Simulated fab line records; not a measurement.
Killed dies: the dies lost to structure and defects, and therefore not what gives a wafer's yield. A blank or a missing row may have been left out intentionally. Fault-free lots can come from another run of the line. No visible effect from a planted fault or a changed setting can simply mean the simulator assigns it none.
Split-lot study | flow n5Finfet | route with 1938 steps; 7 lots, 21 wafers read

## SPLIT DETAILS
At N5_BEOL_M11_TRENCH_ETCH_37 (etches SiCOH lowk in C4F6/O2, target depth 148.83 nm, time 48 s), the setting timeS was moved away from the recipe's 48 s on 9 of the 21 wafers read, by -7.0% to +18.5%. For the rest of the wafers, this setting stayed at what the recipe calls for.

## FROM THE SPLIT TO THE READING: what the file shows between them, 2 steps
- N5_BEOL_M11_ETCH_41: etches SiCN in CH3F/O2, target depth 42.6 nm, time 86 s
- N5_BEOL_M11_STRIP_77: strips in N2/H2, time 10 s

## THE READING
trenchDepthNm, in nm, at N5_BEOL_M11_OCD_MEAS_38. Fault-free wafers of this fab line usually give 149.0 nm, standard deviation 2.5 nm.

wafer  | tool, chamber at the split | timeS as run, s | against the recipe | trenchDepthNm, nm | against lot-mates on the recipe
L074.1 | rieDiel-06, 1              | 48              | recipe             | 149.8             | -
L074.5 | rieDiel-06, 1              | 44.62           | -7.0%              | 140.2             | -8.8
L074.6 | rieDiel-06, 2              | 48              | recipe             | 148.2             | -
L077.1 | rieDiel-02, 3              | 54.49           | +13.5%             | 174.0             | +25.7
L077.2 | rieDiel-02, 1              | 54.49           | +13.5%             | 168.0             | +19.7
L077.3 | rieDiel-02, 2              | 48              | recipe             | 148.3             | -
L082.1 | rieDiel-03, 3              | 48              | recipe             | 151.0             | -
L082.4 | rieDiel-03, 0              | 48              | recipe             | 150.2             | -
L082.5 | rieDiel-03, 0              | 48              | recipe             | 149.6             | -
L083.3 | rieDiel-03, 3              | 48              | recipe             | 153.5             | -
L083.4 | rieDiel-03, 0              | 52.66           | +9.7%              | 165.4             | +11.9
L083.6 | rieDiel-03, 0              | 52.66           | +9.7%              | 166.9             | +13.4
L091.1 | rieDiel-02, 1              | 51.17           | +6.6%              | 155.4             | +8.4
L091.2 | rieDiel-02, 2              | 48              | recipe             | 147.0             | -
L091.4 | rieDiel-02, 0              | 51.17           | +6.6%              | 157.9             | +10.9
L092.2 | rieDiel-02, 2              | 56.88           | +18.5%             | 173.2             | +27.6
L092.5 | rieDiel-02, 3              | 56.88           | +18.5%             | 179.4             | +33.8
L092.6 | rieDiel-02, 2              | 48              | recipe             | 145.6             | -
L094.1 | rieDiel-02, 3              | 48              | recipe             | 152.5             | -
L094.3 | rieDiel-02, 0              | 48              | recipe             | 150.3             | -
L094.5 | rieDiel-02, 3              | 48              | recipe             | 153.4             | -

FIT RESULTS
A straight line over all 21 wafers: trenchDepthNm changes by +1.47 nm for each +1% of timeS; r = +0.97; the points scatter about the line by 2.7 nm.
The same after taking each lot's own level away (the mean of its wafers on the recipe; 21 wafers): +1.59 nm for each +1%; r = +0.98; scatter 2 nm.
On that fit, the largest move of timeS shifts the reading by 29 nm.
The lots' own levels span 145.60 to 153.50 nm, that is 3.2 times the standard deviation above.
The two slopes agree, so the slope changes little with the lot-to-lot level.
Check: for one of the wafers moved furthest among these (+18.5%), held out of the fit, the line's prediction against its lot-mates is +30 nm. Against them it came out at +27.6 nm.

## THE OTHER SPLITS THESE WAFERS WENT THROUGH
These wafers also went through other splits before the reading. Each is held against what the fit with the lots' levels taken away leaves over:
other split on the same wafers  | wafers away from the commonest value | r with trenchDepthNm (lot level and that fit taken away)
N5_BEOL_M8_COAT_71 spinRpm      | 9                                    | -0.33
N5_BEOL_M9_HM_DEP_02 targetThkA | 10                                   | +0.22
N5_BEOL_M9_COAT_05 spinRpm      | 6                                    | -0.02
N5_BEOL_M9_COAT_22 spinRpm      | 8                                    | +0.01
N5_BEOL_M9_ETCH_66 timeS        | 6                                    | -0.28
N5_BEOL_M11_ILD_DEP_00 tempC    | 4                                    | -0.31
N5_BEOL_M11_PECVD_70 timeS      | 7                                    | -0.35

## THE WHOLE CHAIN: every reading that the file lists as answering this split, in the file's order
step                       | what it does                                                    | reading                                                                          | change (the file's fit)                | r (the file's)
N5_BEOL_M11_TRENCH_ETCH_37 | etches SiCOH lowk in C4F6/O2, target depth 148.83 nm, time 48 s | BEOL_M11.featureDepthNm (the simulator's own value, which no gauge read)         | +1.61 nm for each +1% of the setting   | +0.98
N5_BEOL_M11_TRENCH_ETCH_37 | etches SiCOH lowk in C4F6/O2, target depth 148.83 nm, time 48 s | etch.depthNm (the simulator's own value, which no gauge read)                    | +1.6 nm for each +1% of the setting    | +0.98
N5_BEOL_M11_TRENCH_ETCH_37 | etches SiCOH lowk in C4F6/O2, target depth 148.83 nm, time 48 s | TiN_of_BEOL_M11_HM_DEP_02.thkNm (the simulator's own value, which no gauge read) | -0.0489 nm for each +1% of the setting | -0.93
N5_BEOL_M11_OCD_MEAS_38    |                                                                 | trenchDepthNm                                                                    | +1.58 nm for each +1% of the setting   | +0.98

## FILE'S OWN FIT
trenchDepthNm changes by +1.58 nm for each +1% of timeS, r = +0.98.
